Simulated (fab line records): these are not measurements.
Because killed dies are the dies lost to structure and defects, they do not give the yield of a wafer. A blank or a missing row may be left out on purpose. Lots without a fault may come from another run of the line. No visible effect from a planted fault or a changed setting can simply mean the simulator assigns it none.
fab line records | flow nand-harc
[record] lots = 24 wafers = 72 last-day = 24
route steps=1159 shown A_M1@1056 A_BONDPAD@1075 HYBRID_BOND@1099 THIN_TSV@1116
lots that met no fault: from a run of the same line without faults
start-h: the number of hours between the record's first day and the start of the first shown wafer of the lot | wait-h: hours elapsed since this lot's preceding step | " repeats the value in the row above | L1.1+2: one row covering several wafers at once | - value missing, or start not given | * or withheld: withheld | < > ~ a bound
route shown NAME@n: a module of which the file shows steps, and the number in the route of the first | usual: mean/standard deviation of fault-free wafers | same: alike in all rows | chamber/n: place in a boat | sites: the reading at each site | _std_site: their standard deviation | _edge_site: inner sites' mean taken away from outer sites' mean | radius-mm: how far each site lies from the wafer's centre | mask NAME#n: copy n | behind: tool/chamber where the wafer was last shaped | hold: reason for holding the lot/hours on hold/outcome of the hold | device: the n, p or np transistor that did not switch | end of line: the tests these same wafers got at the end of their route | step lacking rows: just its recipe | killed: dies lost to structure and defects at the first sort, not the wafer's yield | map: per-die view of a wafer (x killed, . not killed, _ where there is no die)
set.NAME: the setting as run; set.NAME@STEP: as run at that earlier step | model.NAME: the simulator's own value behind a step, which no gauge read
route steps across a sampled set of lots; one table per step, one row per wafer
services: the hour from which a tool's chamber was out of use, counted from the record's first day as start-h (under 0 if before that day), plus the number of hours and why
[[steps]]
[step NHARC_A_M1_INSPECT_27]
[usual] raw-defect-count = 450/130
// columns lot.wafer tool chamber start-h wait-h raw-defect-count
L075.1 defect-inspect-01 - 406.32 0.0 614
L075.4 " - " " 494
L075.5 " - " " 377
L074.1 defect-inspect-02 - 407.21 0.0 441
L074.2 " - " " 432
L074.5 " - " " 407
L078.1 defect-inspect-01 - 413.37 0.0 619
L078.3 " - " " 839
L078.5 " - " " 516
L077.2 defect-inspect-01 - 414.34 0.0 458
L077.4 " - " " 352
L077.6 " - " " 448
L079.2 defect-inspect-01 - 420.92 0.0 487
L079.5 " - " " 303
L079.6 " - " " 657
L076.1 defect-inspect-01 - 429.01 0.0 420
L076.4 " - " " 380
L076.6 " - " " 431
L080.3 defect-inspect-01 - 429.51 0.0 364
L080.4 " - " " 373
L080.5 " - " " 302
L082.1 defect-inspect-01 - 453.87 0.0 298
L082.5 " - " " 398
L082.6 " - " " 372
L081.2 defect-inspect-01 - 459.28 0.0 345
L081.5 " - " " 289
L081.6 " - " " 461
L084.1 defect-inspect-02 - 459.50 0.0 331
L084.3 " - " " 312
L084.4 " - " " 340
L083.1 defect-inspect-01 - 464.73 0.0 608
L083.2 " - " " 530
L083.3 " - " " 846
L088.3 defect-inspect-01 - 479.53 0.0 462
L088.5 " - " " 422
L088.6 " - " " 477
L086.1 defect-inspect-01 - 479.90 0.0 948
L086.2 " - " " 480
L086.3 " - " " 395
L085.4 defect-inspect-02 - 480.61 0.1 627
L085.5 " - " " 426
L085.6 " - " " 369
L090.4 defect-inspect-01 - 497.37 0.0 338
L090.5 " - " " 380
L090.6 " - " " 314
L091.1 defect-inspect-01 - 498.12 0.0 376
L091.3 " - " " 390
L091.5 " - " " 307
L087.1 defect-inspect-01 - 498.24 0.0 478
L087.4 " - " " 304
L087.6 " - " " 494
L089.1 defect-inspect-01 - 498.60 0.0 444
L089.3 " - " " 564
L089.6 " - " " 387
L093.1 defect-inspect-01 - 513.64 0.0 379
L093.2 " - " " 399
L093.6 " - " " 309
L092.2 defect-inspect-02 - 531.26 0.0 479
L092.5 " - " " 529
L092.6 " - " " 503
L095.1 defect-inspect-02 - 535.18 0.0 333
L095.2 " - " " 360
L095.4 " - " " 364
L096.2 defect-inspect-02 - 535.48 0.0 520
L096.3 " - " " 747
L096.4 " - " " 488
L094.3 defect-inspect-01 - 547.09 0.0 278
L094.4 " - " " 367
L094.6 " - " " 386
L097.1 defect-inspect-01 - 547.70 0.0 389
L097.4 " - " " 299
L097.5 " - " " 437
[step NHARC_A_M1_DEP_33]
[recipe] target-thk-a = 300 temp-c = 370 target-thk-nm = 30 pressure-torr = 3 flow-sccm = 200 rf-w = 450 material = SiCN
[usual] heater-power-w = 589/81 rf-fwd-power-W = 449.2/1.4
// columns lot.wafer tool chamber start-h wait-h heater-power-w rf-fwd-power-W
L075.1 pecvd-03 0 406.51 0.1 522 448.2
L075.5 " 2 " " 446 447.6
L075.4 " 0 " " 531 449.9
L074.1 pecvd-02 0 407.36 0.1 531 446.0
L074.2 " 2 " " 606 451.0
L074.5 " 2 " " 612 448.6
L078.1 pecvd-03 1 413.62 0.1 566 449.1
L078.3 " 0 " " 564 449.5
L078.5 " 0 " " 559 449.6
L077.2 pecvd-03 1 414.53 0.1 553 449.7
L077.4 " 1 " " 539 449.6
L077.6 " 2 " " 449 446.9
L079.2 pecvd-04 0 421.06 0.1 541 449.0
L079.6 " 1 " " 732 449.6
L079.5 " 2 " " 633 450.9
L076.1 pecvd-04 0 429.20 0.1 638 449.3
L076.4 " 0 " " 644 448.2
L076.6 " 1 " " 710 447.3
L080.3 pecvd-04 1 429.70 0.1 624 445.2
L080.4 " 1 " " 638 448.7
L080.5 " 2 " " 711 448.6
L082.1 pecvd-02 0 454.10 0.1 491 449.8
L082.6 " 1 " " 627 449.5
L082.5 " 2 " " 581 449.9
L081.2 pecvd-02 0 459.47 0.1 481 449.4
L081.6 " 2 " " 571 448.7
L081.5 " 0 " " 471 451.7
L084.3 pecvd-03 1 459.65 0.1 556 448.4
L084.1 " 2 " " 543 451.1
L084.4 " 2 " " 537 447.6
L083.2 pecvd-02 0 464.87 0.1 537 449.0
L083.3 " 1 " " 677 449.2
L083.1 " 2 " " 579 450.9
L088.3 pecvd-04 1 479.67 0.1 641 449.1
L088.6 " 2 " " 681 449.0
L088.5 " 0 " " 577 450.8
L086.3 pecvd-04 1 480.04 0.1 727 448.9
L086.2 " 2 " " 677 451.1
L086.1 " 0 " " 598 445.6
L085.6 pecvd-02 2 481.07 0.2 507 449.4
L085.4 " 0 " " 430 449.1
L085.5 " 1 " " 726 449.5
L090.5 pecvd-03 0 497.63 0.2 511 446.7
L090.4 " 1 " " 620 446.6
L090.6 " 2 " " 524 449.1
L091.1 pecvd-02 0 498.26 0.1 462 448.1
L091.3 " 1 " " 662 450.2
L091.5 " 1 " " 680 450.3
L087.1 pecvd-03 0 498.47 0.1 435 450.0
L087.4 " 1 " " 606 448.8
L087.6 " 0 " " 451 450.2
L089.1 pecvd-04 1 498.74 0.1 757 450.0
L089.3 " 0 " " 630 446.5
L089.6 " 0 " " 632 446.4
L093.1 pecvd-04 2 513.79 0.1 743 449.1
L093.2 " 0 " " 622 447.9
L093.6 " 1 " " 686 450.3
L092.2 pecvd-02 0 531.41 0.1 567 447.8
L092.5 " 0 " " 570 449.3
L092.6 " 2 " " 525 450.6
L095.2 pecvd-03 0 535.32 0.1 525 450.5
L095.1 " 2 " " 517 445.3
L095.4 " 0 " " 526 448.6
L096.2 pecvd-02 2 535.67 0.1 534 451.8
L096.3 " 0 " " 566 451.2
L096.4 " 1 " " 661 449.0
L094.3 pecvd-03 0 547.23 0.1 524 449.6
L094.6 " 1 " " 564 449.8
L094.4 " 2 " " 547 450.2
L097.1 pecvd-04 2 547.85 0.1 673 449.6
L097.5 " 2 " " 683 449.9
L097.4 " 1 " " 722 451.2
[step NHARC_A_BONDPAD_DESCUM_11]
[recipe] time-s = 3 o2-flow-sccm = 200 ar-flow-sccm = 0 bias-power-w = 0 chemistry = O2
[usual] drypump-motor-current-A = 5.8/0.39 o2-flow-sccm = 200.1/0.66 oes-product-au = 1.002/0.0064 rf-vpp-V = 57.6/0.99 showerhead-plenum-p-Torr = 1.90/0.085 throttle-valve-pct = 11.311/0.0097
// columns lot.wafer tool chamber start-h wait-h drypump-motor-current-A o2-flow-sccm oes-product-au rf-hours-counter-h rf-vpp-V showerhead-plenum-p-Torr throttle-valve-pct
L075.4 rie-diel-03 2 408.33 - 6.1 199.1 0.997 0 58.3 1.97 11.315
L075.1 " 0 " " 5.3 201.2 1.001 0 56.5 1.94 11.323
L075.5 " 2 " " 6.1 199.5 0.992 - 57.1 1.97 11.304
L074.1 rie-diel-03 3 409.37 - 6.3 199.8 0.999 0 58.1 1.86 11.305
L074.2 " 1 " " 5.7 200.6 1.005 0 56.3 1.79 11.306
L074.5 " 2 " " 6.1 200.7 1.003 - 58.2 1.97 11.313
L078.3 rie-diel-03 3 415.51 - 6.3 198.9 0.990 1 58.7 1.86 11.343
L078.1 " 2 " " 6.1 199.1 0.997 1 56.7 1.97 11.297
L078.5 " 3 " " 6.3 199.1 1.008 - 56.9 1.86 11.322
L077.2 rie-diel-01 0 416.49 - 5.4 200.1 1.002 36 57.3 1.80 11.300
L077.4 " 2 " " 6.3 201.0 1.004 35 58.6 1.96 11.322
L077.6 " 3 " " 5.5 199.9 1.002 - 58.1 1.91 11.308
L079.2 rie-diel-07 2 422.94 - 5.5 200.4 0.998 1 57.2 2.08 11.327
L079.6 " 0 " " 5.0 198.7 1.002 - 59.2 2.02 11.312
L079.5 " 1 " " 5.7 200.3 1.002 - 57.1 1.95 11.317
L076.1 rie-diel-07 0 431.16 - 5.0 201.3 0.999 2 57.8 2.02 11.314
L076.4 " 1 " " 5.7 200.0 1.001 2 58.7 1.95 11.299
L076.6 " 0 " " 5.0 201.2 1.003 - 59.0 2.02 11.319
L080.3 rie-diel-07 0 431.57 - 5.0 199.7 1.005 2 57.9 2.02 11.311
L080.4 " 3 " " 6.1 199.2 1.006 3 56.7 1.77 11.305
L080.5 " 0 " " 5.0 199.5 1.009 - 58.1 2.02 11.303
L082.1 rie-diel-03 1 456.00 - 5.7 200.2 1.010 2 56.7 1.78 11.316
L082.6 " 1 " " 5.7 201.2 1.006 - 58.1 1.78 11.305
L082.5 " 3 " " 6.3 199.6 0.992 - 58.0 1.86 11.324
L081.2 rie-diel-03 1 461.43 - 5.7 201.8 1.013 2 56.8 1.78 11.309
L081.5 " 3 " " 6.2 199.3 0.997 - 56.7 1.86 11.319
L081.6 " 0 " " 5.4 199.3 1.002 - 56.1 1.94 11.305
L084.3 rie-diel-03 0 461.65 - 5.4 199.5 1.014 2 57.5 1.94 11.312
L084.1 " 2 " " 6.1 200.5 0.993 1 57.0 1.97 11.324
L084.4 " 3 " " 6.3 199.5 0.999 2 58.5 1.86 11.312
L083.3 rie-diel-03 3 466.88 - 6.2 200.2 1.009 2 57.9 1.86 11.313
L083.1 " 0 " " 5.3 201.5 1.008 2 58.7 1.94 11.300
L083.2 " 1 " " 5.7 199.7 1.003 2 56.5 1.78 11.308
L088.3 rie-diel-01 1 481.68 - 5.8 199.8 1.020 48 56.4 1.81 11.330
L088.5 " 1 " " 5.8 200.0 1.009 - 56.7 1.81 11.313
L088.6 " 2 " " 6.3 199.1 1.012 - 58.4 1.95 11.322
L086.2 rie-diel-07 0 482.03 - 5.0 199.4 1.003 15 58.6 2.02 11.310
L086.1 " 2 " " 5.5 200.5 1.000 14 57.4 2.07 11.288
L086.3 " 3 " " 6.1 200.3 0.997 15 57.0 1.77 11.316
L085.4 rie-diel-03 3 482.97 - 6.2 199.8 0.999 3 56.5 1.86 11.314
L085.6 " 2 " " 6.1 200.8 0.998 - 57.2 1.97 11.314
L085.5 " 3 " " 6.2 200.5 0.996 - 56.8 1.86 11.307
L090.4 rie-diel-07 3 499.55 - 6.1 199.6 0.992 17 55.5 1.76 11.313
L090.5 " 3 " " 6.1 199.5 0.996 - 56.6 1.76 11.311
L090.6 " 0 " " 5.0 199.4 1.004 - 58.3 2.02 11.309
L091.1 rie-diel-03 2 500.14 - 6.1 199.4 0.993 3 57.0 1.97 11.317
L091.3 " 3 " " 6.3 200.2 0.997 3 57.4 1.86 11.330
L091.5 " 0 " " 5.3 200.7 0.999 - 57.5 1.94 11.306
L087.1 rie-diel-03 1 500.42 - 5.7 199.9 0.998 3 57.6 1.78 11.315
L087.4 " 2 " " 6.1 199.3 0.988 3 59.3 1.97 11.311
L087.6 " 3 " " 6.2 199.4 1.001 - 57.6 1.86 11.315
L089.3 rie-diel-03 2 500.78 - 6.1 200.3 1.004 3 56.4 1.97 11.320
L089.1 " 3 " " 6.2 200.0 0.993 3 58.4 1.86 11.301
L089.6 " 1 " " 5.7 201.2 0.999 - 57.3 1.78 11.311
L093.2 rie-diel-03 1 515.78 - 5.7 198.9 1.001 4 56.1 1.78 11.319
L093.1 " 2 " " 6.1 199.1 1.003 3 57.6 1.97 11.323
L093.6 " 1 " " 5.7 199.1 0.999 - 58.6 1.78 11.307
L092.2 rie-diel-03 1 533.34 - 5.7 199.1 1.004 4 56.1 1.78 11.311
L092.6 " 2 " " 6.1 199.8 0.989 - 59.2 1.97 11.306
L092.5 " 3 " " 6.3 199.7 1.005 - 57.5 1.86 11.317
L095.1 rie-diel-03 1 537.22 - 5.7 201.4 1.003 5 56.5 1.78 11.305
L095.2 " 3 " " 6.3 200.8 0.998 5 57.4 1.86 11.318
L095.4 " 0 " " 5.3 200.5 1.000 5 58.7 1.94 11.317
L096.3 rie-diel-03 1 537.70 - 5.7 199.8 0.998 5 57.3 1.78 11.302
L096.2 " 2 " " 6.1 199.3 0.997 4 57.1 1.97 11.305
L096.4 " 0 " " 5.3 200.5 0.997 5 56.2 1.94 11.316
L094.3 rie-diel-03 3 549.55 - 6.2 200.0 1.006 5 57.1 1.86 11.315
L094.4 " 0 " " 5.3 200.3 0.994 5 57.8 1.94 11.312
L094.6 " 3 " " 6.2 201.3 0.997 - 59.4 1.86 11.280
L097.1 rie-diel-03 2 549.87 - 6.1 200.5 1.004 5 58.4 1.97 11.315
L097.4 " 0 " " 5.3 200.0 1.003 5 57.7 1.94 11.299
L097.5 " 2 " " 6.1 200.2 0.996 - 59.4 1.97 11.296
[step NHARC_A_BONDPAD_INSPECT_23]
[usual] raw-defect-count = 460/120
// columns lot.wafer tool chamber start-h wait-h raw-defect-count
L075.1 defect-inspect-01 - 410.94 0.1 382
L075.4 " - " " 468
L075.5 " - " " 521
L074.1 defect-inspect-02 - 412.14 0.0 428
L074.2 " - " " 292
L074.5 " - " " 485
L078.1 defect-inspect-02 - 418.16 0.0 446
L078.3 " - " " 530
L078.5 " - " " 487
L077.2 defect-inspect-01 - 419.06 0.0 663
L077.4 " - " " 332
L077.6 " - " " 498
L079.2 defect-inspect-01 - 425.73 0.0 595
L079.5 " - " " 906
L079.6 " - " " 427
L076.1 defect-inspect-02 - 433.73 0.1 673
L076.4 " - " " 510
L076.6 " - " " 603
L080.3 defect-inspect-01 - 434.20 0.0 347
L080.4 " - " " 387
L080.5 " - " " 328
L082.1 defect-inspect-01 - 458.64 0.0 761
L082.5 " - " " 621
L082.6 " - " " 385
L081.2 defect-inspect-02 - 463.97 0.0 592
L081.5 " - " " 539
L081.6 " - " " 489
L084.1 defect-inspect-01 - 464.31 0.1 508
L084.3 " - " " 379
L084.4 " - " " 291
L083.1 defect-inspect-01 - 469.44 0.0 401
L083.2 " - " " 733
L083.3 " - " " 473
L088.3 defect-inspect-01 - 484.29 0.0 439
L088.5 " - " " 343
L088.6 " - " " 551
L086.1 defect-inspect-01 - 484.60 0.0 428
L086.2 " - " " 391
L086.3 " - " " 305
L085.4 defect-inspect-01 - 485.53 0.1 440
L085.5 " - " " 463
L085.6 " - " " 364
L090.4 defect-inspect-01 - 502.50 0.0 626
L090.5 " - " " 565
L090.6 " - " " 513
L091.1 defect-inspect-01 - 502.83 0.0 379
L091.3 " - " " 653
L091.5 " - " " 398
L087.1 defect-inspect-01 - 503.04 0.0 506
L087.4 " - " " 578
L087.6 " - " " 690
L089.1 defect-inspect-01 - 503.78 0.0 411
L089.3 " - " " 502
L089.6 " - " " 293
L093.1 defect-inspect-02 - 518.42 0.0 532
L093.2 " - " " 568
L093.6 " - " " 524
L092.2 defect-inspect-02 - 535.90 0.0 381
L092.5 " - " " 418
L092.6 " - " " 455
L095.1 defect-inspect-01 - 539.83 0.0 327
L095.2 " - " " 360
L095.4 " - " " 340
L096.2 defect-inspect-01 - 540.35 0.0 494
L096.3 " - " " 605
L096.4 " - " " 597
L094.3 defect-inspect-01 - 552.58 0.0 453
L094.4 " - " " 441
L094.6 " - " " 377
L097.1 defect-inspect-02 - 552.99 0.0 345
L097.4 " - " " 346
L097.5 " - " " 342
[step NHARC_HYBRID_BOND_OVL_MEAS_05]
[usual] overlay-x-nm = -2/31 overlay-y-nm = 3/34
// columns lot.wafer tool chamber start-h wait-h overlay-x-nm overlay-y-nm
L074.1 overlay-02 - 422.67 0.4 43 86
L074.2 " - " " 16 -26
L074.5 " - " " 4 66
L075.1 overlay-01 - 422.67 0.4 16 -21
L075.4 " - " " -64 -4
L075.5 " - " " -31 27
L078.1 overlay-02 - 430.78 0.4 -3 12
L078.3 " - " " 4 -13
L078.5 " - " " -25 28
L077.2 overlay-01 - 430.79 0.4 -18 19
L077.4 " - " " -23 -22
L077.6 " - " " 4 -40
L079.2 overlay-01 - 439.75 0.4 -13 -4
L079.5 " - " " 17 11
L079.6 " - " " -43 1
L076.1 overlay-02 - 444.31 0.4 -70 -42
L076.4 " - " " 8 -16
L076.6 " - " " 1 -13
L080.3 overlay-01 - 444.31 0.4 -23 -8
L080.4 " - " " 27 -11
L080.5 " - " " -9 -57
L082.1 overlay-02 - 471.78 0.4 5 24
L082.5 " - " " -31 -8
L082.6 " - " " 16 -27
L084.1 overlay-01 - 471.78 0.4 -31 -10
L084.3 " - " " -3 -13
L084.4 " - " " -79 28
L081.2 overlay-01 - 471.79 0.4 33 -38
L081.5 " - " " 33 -7
L081.6 " - " " 28 54
L083.1 overlay-02 - 484.03 0.4 22 -68
L083.2 " - " " 25 -102
L083.3 " - " " 57 7
L088.3 overlay-02 - 494.59 0.4 20 -37
L088.5 " - " " 51 -16
L088.6 " - " " -1 -84
L086.1 overlay-02 - 494.59 0.4 -10 -6
L086.2 " - " " 11 -39
L086.3 " - " " 9 74
L085.4 overlay-02 - 494.61 0.4 -46 -27
L085.5 " - " " 29 -25
L085.6 " - " " -20 -35
L091.1 overlay-02 - 515.07 0.4 14 24
L091.3 " - " " -28 -9
L091.5 " - " " -57 -44
L090.4 overlay-01 - 515.07 0.4 4 -9
L090.5 " - " " -10 3
L090.6 " - " " -29 -1
L087.1 overlay-01 - 515.07 0.4 31 6
L087.4 " - " " -14 84
L087.6 " - " " 0 7
L089.1 overlay-02 - 515.07 0.4 26 -3
L089.3 " - " " 15 -20
L089.6 " - " " 22 2
L093.1 overlay-01 - 529.60 0.4 -21 9
L093.2 " - " " -10 16
L093.6 " - " " -59 3
L092.2 overlay-02 - 545.65 0.4 44 -7
L092.5 " - " " -15 -11
L092.6 " - " " -61 -16
L095.1 overlay-02 - 550.05 0.4 48 10
L095.2 " - " " 40 -1
L095.4 " - " " -11 31
L096.2 overlay-01 - 550.05 0.4 -5 24
L096.3 " - " " -78 53
L096.4 " - " " -15 -14
L097.1 overlay-01 - 562.36 0.4 6 -25
L097.4 " - " " -1 12
L097.5 " - " " -37 -69
L094.3 overlay-02 - 562.37 0.4 -29 -29
L094.4 " - " " -51 20
L094.6 " - " " -22 34
[step NHARC_THIN_TSV_CD_MEAS_12]
[recipe] target-cd-nm = 1000 landing-energy-ev = 500
[usual] cd-nm = 1000.7/1.4
// columns lot.wafer tool chamber start-h wait-h cd-nm
L074.1 cd-sem-03 0 425.43 - 1000.8
L074.2 " 0 " " 1001.0
L074.5 " 0 " " 1002.4
L075.1 cd-sem-03 0 426.65 - 999.4
L075.4 " 0 " " 999.6
L075.5 " 0 " " 1000.8
L078.1 cd-sem-03 0 433.40 - 1002.7
L078.3 " 0 " " 1002.8
L078.5 " 0 " " 1001.8
L077.2 cd-sem-03 0 434.75 - 1001.2
L077.4 " 0 " " 1001.1
L077.6 " 0 " " 1002.4
L079.2 cd-sem-03 0 442.38 - 999.7
L079.5 " 0 " " 1000.1
L079.6 " 0 " " 1000.5
L076.1 cd-sem-02 0 446.92 - 1000.8
L076.4 " 0 " " 1000.8
L076.6 " 0 " " 1000.2
L080.3 cd-sem-02 0 448.13 - 998.4
L080.4 " 0 " " 1000.8
L080.5 " 0 " " 1000.1
L084.1 cd-sem-02 0 474.75 - 1001.2
L084.3 " 0 " " 998.8
L084.4 " 0 " " 998.6
L082.1 cd-sem-01 0 475.90 - 1000.6
L082.5 " 0 " " 1000.1
L082.6 " 0 " " 1001.3
L081.2 cd-sem-02 0 476.97 - 1001.5
L081.5 " 0 " " 1002.1
L081.6 " 0 " " 1000.4
L083.1 cd-sem-01 0 486.66 - 999.9
L083.2 " 0 " " 999.5
L083.3 " 0 " " 999.8
L088.3 cd-sem-03 0 497.39 - 1000.1
L088.5 " 0 " " 1000.6
L088.6 " 0 " " 998.8
L086.1 cd-sem-03 0 498.60 - 1001.3
L086.2 " 0 " " 1001.8
L086.3 " 0 " " 1000.8
L085.4 cd-sem-01 0 499.77 - 1001.9
L085.5 " 0 " " 1003.6
L085.6 " 0 " " 1002.7
L090.4 cd-sem-03 0 517.93 - 999.2
L090.5 " 0 " " 999.6
L090.6 " 0 " " 1000.6
L091.1 cd-sem-02 0 519.11 - 1001.5
L091.3 " 0 " " 1001.9
L091.5 " 0 " " 1002.6
L087.1 cd-sem-03 0 520.24 - 1001.2
L087.4 " 0 " " 1002.1
L087.6 " 0 " " 1002.7
L089.1 cd-sem-03 0 521.76 - 1000.4
L089.3 " 0 " " 1000.2
L089.6 " 0 " " 1000.8
L093.1 cd-sem-01 0 532.41 - 999.1
L093.2 " 0 " " 999.5
L093.6 " 0 " " 999.6
L092.2 cd-sem-02 0 548.66 - 1001.3
L092.5 " 0 " " 999.8
L092.6 " 0 " " 999.2
L095.1 cd-sem-03 0 552.67 - 999.8
L095.2 " 0 " " 998.1
L095.4 " 0 " " 999.4
L096.2 cd-sem-03 0 554.05 - 1000.3
L096.3 " 0 " " 1001.2
L096.4 " 0 " " 999.3
L097.1 cd-sem-02 0 565.20 - 1001.7
L097.4 " 0 " " 998.6
L097.5 " 0 " " 1002.4
L094.3 cd-sem-03 0 566.33 - 1001.1
L094.4 " 0 " " 1003.2
L094.6 " 0 " " 1001.8
[[services]]
// columns tool chamber start-h hours kind
pecvd-04 - 386.99 13.0 pm
rie-diel-03 - 392.33 9.0 pm
rie-diel-03 0 392.33 9.0 vent-cycle
rie-diel-03 1 392.33 9.0 vent-cycle
rie-diel-03 2 392.33 9.0 vent-cycle
rie-diel-03 3 392.33 9.0 vent-cycle
rie-diel-03 0 401.33 - clean
rie-diel-03 1 401.33 - clean
rie-diel-03 2 401.33 - clean
rie-diel-03 3 401.33 - clean
rie-diel-03 - 402.13 0.8 repair
pecvd-03 - 402.28 0.4 repair
rie-diel-03 0 425.83 - clean
rie-diel-03 1 425.83 - clean
rie-diel-03 2 425.83 - clean
rie-diel-01 1 434.38 29.7 repair
rie-diel-01 0 443.72 6.3 repair
rie-diel-03 2 449.20 11.8 repair
pecvd-03 - 473.14 13.0 pm
rie-diel-01 - 491.87 9.0 pm
rie-diel-03 2 505.50 6.7 repair
pecvd-02 - 515.34 13.0 pm
pecvd-02 - 532.74 1.0 repair
pecvd-02 2 536.92 14.3 repair
[[key]]
fault none
